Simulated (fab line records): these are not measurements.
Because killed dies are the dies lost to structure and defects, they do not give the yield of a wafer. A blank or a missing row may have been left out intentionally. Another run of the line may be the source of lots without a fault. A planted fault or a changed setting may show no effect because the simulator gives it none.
Matching of chambers || flow nand-harc || NHARC_A_WL_FILL_ALD_10 on ald-hk-01 has 4 sister chambers
The step deposits SiO2, target thk 50 nm, pulse time 10 s, ald cycles 500. 8 wafers are shown with their chamber, then 8 later ones without.

== WAFERS PAIRED WITH THEIR CHAMBERS ==
{"wafer": "L080.4", "chamber": 1, "heater-power-w (W)": 577, "precursor-pulse-height-rel": 0.994}
{"wafer": "L081.1", "chamber": 2, "heater-power-w (W)": 495, "precursor-pulse-height-rel": 0.995}
{"wafer": "L082.2", "chamber": 3, "heater-power-w (W)": 444, "precursor-pulse-height-rel": 0.990}
{"wafer": "L082.5", "chamber": 0, "heater-power-w (W)": 548, "precursor-pulse-height-rel": 1.016}
{"wafer": "L084.1", "chamber": 1, "heater-power-w (W)": 572, "precursor-pulse-height-rel": 1.003}
{"wafer": "L084.3", "chamber": 0, "heater-power-w (W)": 547, "precursor-pulse-height-rel": 1.000}
{"wafer": "L084.4", "chamber": 3, "heater-power-w (W)": 442, "precursor-pulse-height-rel": 1.032}
{"wafer": "L085.4", "chamber": 2, "heater-power-w (W)": 492, "precursor-pulse-height-rel": 1.023}

== WAFERS WITHOUT THEIR CHAMBER ==
{"wafer": "L085.5", "heater-power-w (W)": 451, "precursor-pulse-height-rel": 0.986}
{"wafer": "L085.6", "heater-power-w (W)": 505, "precursor-pulse-height-rel": 0.982}
{"wafer": "L087.3", "heater-power-w (W)": 441, "precursor-pulse-height-rel": 0.988}
{"wafer": "L087.1", "heater-power-w (W)": 571, "precursor-pulse-height-rel": 0.973}
{"wafer": "L087.6", "heater-power-w (W)": 431, "precursor-pulse-height-rel": 1.006}
{"wafer": "L092.4", "heater-power-w (W)": 509, "precursor-pulse-height-rel": 1.011}
{"wafer": "L092.2", "heater-power-w (W)": 586, "precursor-pulse-height-rel": 0.999}
{"wafer": "L092.6", "heater-power-w (W)": 509, "precursor-pulse-height-rel": 1.003}

== WHICH CHAMBER EACH ONE RAN IN ==
{"wafer": "L085.5", "from the rows above": 3, "in truth": 3}
{"wafer": "L085.6", "from the rows above": 2, "in truth": 2}
{"wafer": "L087.3", "from the rows above": 3, "in truth": 3}
{"wafer": "L087.1", "from the rows above": 1, "in truth": 1}
{"wafer": "L087.6", "from the rows above": 3, "in truth": 3}
{"wafer": "L092.4", "from the rows above": 2, "in truth": 2}
{"wafer": "L092.2", "from the rows above": 1, "in truth": 1}
{"wafer": "L092.6", "from the rows above": 2, "in truth": 2}
Correct placement for 8 of the 8. Left unplaced by these rows: 0. Placed wrongly: 0.
How it was worked out, from the rows above alone: a wafer's distance from a chamber is the root of the sum, over the readings, of the square of ((its reading less the chamber's mean) divided by the reading's scatter). The wafer belongs to the nearest chamber; if the next one is less than 2 further off, it can't be placed. For every chamber, the mean is computed from those of its wafers that are shown. The scatter: the root of (the sum of the squares of (reading less its chamber's mean) over the shown wafers, divided by (wafers less chambers)).
